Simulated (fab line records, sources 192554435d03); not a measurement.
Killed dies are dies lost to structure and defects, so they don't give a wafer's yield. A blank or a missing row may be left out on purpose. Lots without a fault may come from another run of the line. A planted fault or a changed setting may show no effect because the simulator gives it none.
fab line records | flow n5_finfet
record lots=4 wafers=12 last_day=18
route steps=1938 shown PMOS_HMC_CHANNEL_EPI@62 FIN_SAQP@90 PASSIVATION@1936
lots that met no fault: from a run of the same line without faults
start_h: hours from the record's first day to the start of the lot's first wafer shown | wait_h: hours since the lot's step before | " the same as in the row above | L1.1+2: a row that stands for several wafers | - no value, or no start given | * or withheld: withheld | < > ~ a bound
route shown NAME@n: a module of which the file shows steps, and the number in the route of the first | usual: mean/standard deviation of fault-free wafers | same: alike in all rows | chamber/n: place in a boat | sites: the reading at each site | _std_site: their standard deviation | _edge_site: outer sites' mean less inner sites' | radius_mm: how far each site lies from the wafer's centre | mask NAME#n: copy n | behind: the tool/chamber that last shaped the wafer | hold: why the lot was held/for how many hours/how that ended | device: the transistor (n, p or np) that didn't switch | end of line: the same wafers' tests at the end of the route | a step without rows: its recipe alone | killed: dies lost to structure and defects at the first sort, not the wafer's yield | map: a wafer's dies, x killed, . not, _ none there
set.NAME: the setting as run; set.NAME@STEP: as run at that earlier step | model.NAME: the simulator's own value behind a step, which no gauge read
lots at some steps of the route; a table a step, a row a wafer
services: from which hour (start_h, from the record's first day; less than 0 if before it) a tool's chamber was out of use, for how many hours, and why
## steps
# step N5_PMOS_HMC_CHANNEL_EPI_EXPOSE_06
# recipe mask_id=PMOS_HMC_BLK na=1.35 source_shape=conventional sigma_outer=0.8 polarization=unpolarized target_cd_nm=240 dose_mj=41
# step N5_PMOS_HMC_CHANNEL_EPI_PEB_07
# recipe peb_temp_c=110 peb_time_s=60 resist=CAR-ArF-block
# step N5_PMOS_HMC_CHANNEL_EPI_DEVELOP_08
# recipe develop_time_s=30 developer=TMAH resist=CAR-ArF-block dev_temp_c=23 rinse_liquid=diw dry=air_spin
# step N5_PMOS_HMC_CHANNEL_EPI_DESCUM_14
# recipe chemistry=O2 time_s=7.9 source_power_w=50 bias_power_w=20 pressure_mtorr=20 rf_frequency_hz=2.712e+07 temp_c=40 resist=CAR-ArF-block o2_flow_sccm=225
# step N5_PMOS_HMC_CHANNEL_EPI_ETCH_32
# recipe chemistry=N2/H2 target=BARC stop_on=SiO2 target_depth_a=858 over_etch_frac=0.3 time_s=50.3 ion_energy_ev=200 mask_material=CAR-ArF-block pressure_mtorr=30 source_w=840 bias_w=150 n2_flow_sccm=200 h2_flow_sccm=200
# step N5_PMOS_HMC_CHANNEL_EPI_HM_OPEN_15
# recipe chemistry=CHF3/O2 target=SiO2 mask_material=CAR-ArF-block target_depth_a=406 CHF3_flow_sccm=50 O2_flow_sccm=5 Ar_flow_sccm=200 time_s=20.3 pressure_mtorr=30 source_w=650 bias_w=170 ion_energy_ev=200
# step N5_PMOS_HMC_CHANNEL_EPI_STRIP_33
# recipe chemistry=N2/H2 power_w=500 temp_c=40 pressure_mtorr=50 rf_frequency_hz=6e+07 overash_fraction=0.3 bias_power_w=8 h2_frac=0.5 n2_flow_sccm=300 h2_flow_sccm=300
# step N5_PMOS_HMC_CHANNEL_EPI_STRIP_17
# recipe chemistry=SPM time_s=750 temp_c=130 h2so4_h2o2_vol_ratio=4 dry=ipa_marangoni
# step N5_PMOS_HMC_CHANNEL_EPI_ETCH_38
# recipe chemistry=CF4 target=SiO2 target_depth_a=15 ion_energy_ev=350 pressure_mtorr=10 icp_w=800 bias_w=400 cf4_flow_sccm=80
# step N5_PMOS_HMC_CHANNEL_EPI_FIN_RECESS_16
# recipe chemistry=HBr/Cl2 target=Si mask_material=SiO2 target_depth_a=540 time_s=18 pressure_mtorr=10 icp_w=800 bias_w=75 HBr_flow_sccm=150 Cl2_flow_sccm=80
# usual drypump_motor_current_A=5.9/0.33 oes_product_au=1.002/0.022 rf_fwd_power_W=794.7/2.4 throttle_valve_pct=35.3/0.34
# columns lot.wafer tool chamber start_h wait_h drypump_motor_current_A oes_product_au rf_fwd_power_W rf_hours_counter_h throttle_valve_pct
L140.1 rie_si-02 2 36.17 0.0 6.1 0.986 795.9 164 35.7
L140.3 " 3 " " 6.1 1.007 792.8 186 35.5
L140.4 " 1 " " 6.0 0.999 795.6 193 35.5
L158.2 rie_si-02 3 144.26 0.0 6.1 1.005 790.6 188 35.5
L158.4 " 3 " " 6.1 0.990 793.2 - 35.5
L158.6 " 0 " " 5.4 0.971 795.2 - 35.7
L159.2 rie_si-02 3 149.92 0.0 6.1 1.012 794.9 188 35.5
L159.4 " 3 " " 6.1 1.004 794.5 - 35.5
L159.5 " 0 " " 5.4 0.984 792.2 - 35.7
L160.1 rie_si-03 3 155.73 0.0 6.3 0.993 793.3 155 35.5
L160.4 " 1 " " 5.9 1.004 793.1 97 35.1
L160.6 " 1 " " 5.9 1.010 789.4 - 35.2
# step N5_PMOS_HMC_CHANNEL_EPI_PRECLEAN_36
# recipe chemistry=O3/DIW time_s=45 temp_c=22 o3_ppm=10
# step N5_PMOS_HMC_CHANNEL_EPI_PRECLEAN_18
# recipe chemistry=DHF time_s=30 temp_c=25 dilution=withheld
# step N5_PMOS_HMC_CHANNEL_EPI_SRD_19
# recipe dry=ipa_marangoni do_ppb=5 time_s=30 temp_c=23 rinse_liquid=diw
# step N5_PMOS_HMC_CHANNEL_EPI_EPI_20
# recipe material=SiGe30 mask_material=SiO2 pressure_torr=20 target_thk_a=590 temp_c=600
# step N5_PMOS_HMC_CHANNEL_EPI_HM_STRIP_35
# recipe chemistry=dHF temp_c=25 material=SiO2 target=SiO2 target_depth_a=396 time_s=216
# step N5_PMOS_HMC_CHANNEL_EPI_SRD_39
# recipe dry=ipa_marangoni time_s=30 temp_c=23 rinse_liquid=diw
# step N5_PMOS_HMC_CHANNEL_EPI_CMP_21
# recipe material=SiGe30 post_cmp_clean=alkaline_brush target_thk_nm=54
# step N5_PMOS_HMC_CHANNEL_EPI_PRECLEAN_40
# recipe chemistry=DHF time_s=30 temp_c=25 dilution=withheld
# step N5_PMOS_HMC_CHANNEL_EPI_PRECLEAN_37
# recipe chemistry=O3/DIW time_s=45 temp_c=22 o3_ppm=10
# step N5_PMOS_HMC_CHANNEL_EPI_PRECLEAN_24
# recipe chemistry=DHF time_s=30 temp_c=25 dilution=withheld
# step N5_PMOS_HMC_CHANNEL_EPI_SRD_25
# recipe dry=ipa_marangoni do_ppb=5 time_s=30 temp_c=23 rinse_liquid=diw
# step N5_PMOS_HMC_CHANNEL_EPI_EPI_26
# recipe material=Si target_thk_a=38 temp_c=650 precursor=SiH4/H2 pressure_torr=20 time_s=22.7
# step N5_FIN_SAQP_PRECLEAN_42
# recipe chemistry=O3/DIW time_s=60 temp_c=22 o3_ppm=10
# step N5_FIN_SAQP_PRECLEAN_00
# recipe chemistry=SC1 time_s=60 temp_c=55 mix=1:2:50
# step N5_FIN_SAQP_PRECLEAN_44
# recipe chemistry=SC2 time_s=45 temp_c=35 mix=1:1:50
# step N5_FIN_SAQP_SRD_01
# recipe dry=ipa_marangoni time_s=30 temp_c=23 rinse_liquid=diw
# step N5_FIN_SAQP_ALD_61
# recipe material=SiO2 target_thk_a=40 temp_c=300 ald_precursor_family=BDEAS ald_co_reactant=O2-plasma pulse_time_s=1 purge_time_s=2 co_reactant_purge_time_s=2 ald_cycles=43 pressure_torr=2
# step N5_FIN_SAQP_DENSIFY_62
# recipe temp_c=700 time_s=60 ambient=N2 idle_temp_c=600 ramp_up_c_per_s=150 ramp_down_c_per_s=60 cool_to_c=600
# step N5_FIN_SAQP_HM_DEP_03
# recipe material=SiNx target_thk_a=380 temp_c=400 precursor=SiH4/NH3/N2 pressure_torr=1.5 rf_w=300 time_s=33.6
# step N5_FIN_SAQP_PECVD_47
# recipe material=a-Si target_thk_a=450 temp_c=400 precursor=SiH4/He pressure_torr=3 rf_w=100 time_s=36.3
# step N5_FIN_SAQP_PECVD_48
# recipe material=SiNx target_thk_a=250 temp_c=400 precursor=SiH4/NH3/N2 pressure_torr=1.5 rf_w=300 time_s=22.1
# step N5_FIN_SAQP_PECVD_06
# recipe material=a-Si target_thk_a=600 temp_c=400 precursor=SiH4/He pressure_torr=3 rf_w=100 time_s=48.1
# step N5_FIN_SAQP_HM_DEP_72
# recipe material=SiO2 target_thk_a=120 temp_c=400 precursor=SiH4/N2O pressure_torr=0.75 rf_w=275 time_s=7.2
# step N5_FIN_SAQP_COAT_49
# recipe resist=SOC temp_c=250 time_s=60 spin_rpm=1500 resist_thk_nm=100
# step N5_PASSIVATION_PROBE_49
# usual defect_limited_yield=91.0/1.4 killed_at_M0_to_M3=36/9.6 killed_at_M4_up=14/6.1 killed_at_contacts=13/6.6 killed_at_front_end=40/11 killed_at_other=3.2/2.9 killed_dies=106/17 killed_on_rim=14/3.9 killed_open=71/12 killed_short=33/7.3 sort_bin_5_function=5.3/1 sort_bin_6_memory=3.4/0.68 sort_n_pass=1073/19 sort_yield_pct=91.0/1.6
# same gross_dies=1180 killed_at_back_side=0 sort_bin_4_leakage[%]=0 sort_bin_8_speed[%]=0
# columns lot.wafer tool chamber start_h wait_h defect_limited_yield[%] killed_at_M0_to_M3 killed_at_M4_up killed_at_contacts killed_at_front_end killed_at_other killed_dies killed_on_rim killed_open killed_short sort_bin_5_function[%] sort_bin_6_memory[%] sort_n_pass sort_yield_pct[%]
L140.1 prober-01 - 315.19 0.0 91.2 34 11 8 46 5 104 9 73 30 5.2 3.4 1076 91.2
L140.3 prober-01 - 315.29 0.1 90.4 37 14 10 46 6 113 13 80 32 5.4 4.0 1067 90.4
L140.4 prober-01 - 315.34 0.2 91.6 33 6 13 44 3 99 17 72 27 4.2 3.9 1081 91.6
L160.1 prober-01 - 413.89 0.0 92.3 47 14 3 26 1 91 14 62 27 3.9 3.6 1089 92.3
L160.4 prober-01 - 414.04 0.2 89.8 57 11 4 48 0 120 20 84 33 6.1 3.9 1060 89.8
L160.6 prober-01 - 414.14 0.3 90.8 33 15 10 44 6 108 14 65 40 4.8 3.8 1072 90.8
L159.2 prober-01 - 425.19 0.1 90.2 31 15 20 49 1 116 12 83 31 6.0 3.3 1064 90.2
L159.4 prober-01 - 425.29 0.2 90.5 43 9 16 43 1 112 17 80 27 5.1 3.8 1068 90.5
L159.5 prober-01 - 425.34 0.2 84.2 20 4 6 156 0 186 21 32 26 10.3 3.1 994 84.2
L158.6 prober-02 - 443.45 0.3 78.8 43 23 5 174 5 250 31 90 33 14.4 4.6 930 78.8
# killed by level:class
L140.1 BEOL_M2:geometric_particle:open=11 STI_FIN_REVEAL:geometric_particle:open=10 GATE_CUT:geometric_particle:open=7 MOL_CONTACT_COAG:geometric_particle:open=7 FIN_SAQP:geometric_particle:open=5 BEOL_M5:geometric_particle:open=5 BEOL_M3:geometric_particle:open=5 STARTING-WAFER:geometric_particle:short=5
L140.3 BEOL_M1:geometric_particle:open=9 DUMMY_GATE:geometric_particle:open=8 MOL_CONTACT_COAG:geometric_particle:open=8 STI_FIN_REVEAL:geometric_particle:open=7 BEOL_M0_SAQP:geometric_particle:open=7 BEOL_M4:geometric_particle:open=7 FIN_SAQP:geometric_particle:open=6 GATE_CUT:geometric_particle:short=5
L140.4 STI_FIN_REVEAL:geometric_particle:open=16 MOL_CONTACT_COAG:geometric_particle:open=11 BEOL_M0_SAQP:geometric_particle:open=8 BEOL_M1:geometric_particle:open=8 FIN_SAQP:geometric_particle:short=7 BEOL_M0_SAQP:geometric_particle:short=6 BEOL_M2:geometric_particle:open=6 FIN_SAQP:geometric_particle:open=4
L160.1 BEOL_M0_SAQP:geometric_particle:open=10 BEOL_M2:geometric_particle:open=8 BEOL_M3:geometric_particle:open=8 BEOL_M1:geometric_particle:open=7 BEOL_M0_SAQP:geometric_particle:short=6 BEOL_M4:geometric_particle:open=6 STI_FIN_REVEAL:geometric_particle:open=4 STARTING-WAFER:geometric_particle:short=4
L160.4 BEOL_M0_SAQP:geometric_particle:open=19 BEOL_M0_SAQP:geometric_particle:short=16 STI_FIN_REVEAL:geometric_particle:open=12 FIN_SAQP:geometric_particle:open=9 BEOL_M1:geometric_particle:open=9 FIN_SAQP:geometric_particle:short=6 BEOL_M3:geometric_particle:open=5 BEOL_M8:geometric_particle:open=5
L160.6 FIN_SAQP:geometric_particle:short=9 BEOL_M0_SAQP:geometric_particle:open=9 STI_FIN_REVEAL:geometric_particle:open=8 MOL_CONTACT_COAG:geometric_particle:open=8 BEOL_M0_SAQP:geometric_particle:short=7 GATE_CUT:geometric_particle:short=6 GATE_CUT:geometric_particle:open=5 BEOL_M5:geometric_particle:open=5
L159.2 MOL_CONTACT_COAG:geometric_particle:open=16 FIN_SAQP:geometric_particle:open=13 STI_FIN_REVEAL:geometric_particle:open=12 BEOL_M1:geometric_particle:open=10 BEOL_M4:geometric_particle:open=7 FIN_SAQP:geometric_particle:short=6 BEOL_M2:geometric_particle:open=6 ILD0:geometric_particle:short=4
L159.4 STI_FIN_REVEAL:geometric_particle:open=18 BEOL_M2:geometric_particle:open=13 MOL_CONTACT_COAG:geometric_particle:open=12 BEOL_M0_SAQP:geometric_particle:short=11 FIN_SAQP:geometric_particle:open=8 BEOL_M0_SAQP:geometric_particle:open=6 BEOL_M3:geometric_particle:open=5 FIN_SAQP:geometric_particle:short=4
L159.5 PMOS_HMC_CHANNEL_EPI:unspecified=126 FIN_SAQP:geometric_particle:short=8 MOL_CONTACT_COAG:geometric_particle:open=6 FIN_SAQP:geometric_particle:open=4 DUMMY_GATE:geometric_particle:open=4 BEOL_M0_SAQP:geometric_particle:short=4 BEOL_M0_SAQP:geometric_particle:open=4 BEOL_M2:geometric_particle:open=4
L158.6 PMOS_HMC_CHANNEL_EPI:unspecified=126 BEOL_M4:geometric_particle:open=13 BEOL_M3:geometric_particle:open=10 GATE_CUT:geometric_particle:open=9 FIN_SAQP:geometric_particle:open=8 BEOL_M1:geometric_particle:open=8 BEOL_M2:geometric_particle:open=7 STI_FIN_REVEAL:geometric_particle:open=7
# map L158.6 (x killed, . not)
_________________......x.....________________
______________.......x....x..x.._____________
___________.x....................x.__________
__________........x..x.x...x...x.x.._________
________..........x.......xx.......x.._______
_______.........x...............x...x..______
______...........x.......x..........x..x_____
_____.....x.x......................x.....____
____...x.........x.........x..............___
___.....x.x......x.......................x.__
___....................x......x....x.......__
__......xx....x..x.............x...x...x...x_
__..................x.....x............x..x._
_......x.........xxx........x.x.........x....
_...x............x...........x..........x....
_xx...x...................x......x...........
_..x.....x....x...x.................x..x.....
_............................................
_.x.............xx.x.x......xx...............
_......xx...............x....x...............
_..........x..................x.x.......xx...
__.....x.....................x...x.x...x..x._
__x......x................xxxx.............x_
___............x.....xx.x..xxxxx.........x.__
___.......x......x.xxxxxxxxxxxx............__
____......x........xx.xxxxxxxxx....x...x..___
_____............x..xxxxxxxxxxxx....x....____
______..........x.xx.xxxxxxxxxxxxx......_____
_______.x...........x.xxxxxxxxxx.xx...x______
________...x......x.xxxxxxxxxxxxx...x._______
__________........xxxxxxxxxxxxxxx.xx_________
___________.....x...xxxxxxxxxxxxxxx__________
______________.....x.xxxxxxxxxxx_____________
_________________..x.xx..xxxx________________
# map L159.5 (x killed, . not)
_________________............________________
______________.................x_____________
___________.........xx.............__________
__________.........x........x......._________
________............................x._______
_______....x...x....x.............x....______
______...............................x.._____
_____xx..............x...................____
____..........x...x...................x...___
___.........x.........xx............x......__
___..x..x..........x....x...x..............__
__.........................................._
__....x....x.x.............................._
_.....x.................x............x....x..
_..................x.........................
_......................................x.....
_...........................................x
_............................................
_..............x..x..........................
_.............................x..............
_...........x................................
__.....x.......................x....x....x.._
__x.......x.....x.....x.x..x.x........x....._
___..x......x...x........xxxxxx.x..........__
___..................xxxxxxx.....xx........__
____.................xxxxxxxxxxxx........x___
_____......x........xxxxxxxxxxxx.........____
______.............xxxxxxxxxxxxxx......._____
_______....x.......xxxxxxxxxxxxxxxxx...______
________....x.......xxxxxxxxxxxxxxx..._______
__________........xx.xxxxxxxxxx.x..x_________
___________.........xxxxxxxxxxxx...__________
______________.........x..xxxxxx_____________
_________________....xxxxxxxx________________
## services
# columns tool chamber start_h hours kind
rie_si-03 2 15.82 6.0 repair
rie_si-02 - 70.58 0.4 repair
rie_si-02 0 99.46 3.3 repair
rie_si-03 1 115.12 3.5 repair
rie_si-02 1 128.37 4.2 repair
rie_si-02 1 139.11 - clean
rie_si-02 1 139.11 17.3 scheduled_down
rie_si-02 1 139.11 17.3 vent_cycle
## key
first_sign step=N5_PASSIVATION_PROBE_49 reading=killed_at_front_end direction=up sigmas=11 usual=40 struck=165
effect step=N5_PASSIVATION_PROBE_49 reading=killed_dies direction=up sigmas=6.7 usual=106 struck=218
more_kills_born_at N5_PMOS_HMC_CHANNEL_EPI_FIN_RECESS_16@rie_si-02=252
met_at N5_PMOS_HMC_CHANNEL_EPI_FIN_RECESS_16
struck_wafers L158.6,L159.5
fault kind=chamber_particle_source tool=rie_si-02 chamber=0 onset_h=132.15 steps=N5_PMOS_HMC_CHANNEL_EPI_FIN_RECESS_16 rate_per_visit_cm2=0.95702 end_h=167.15
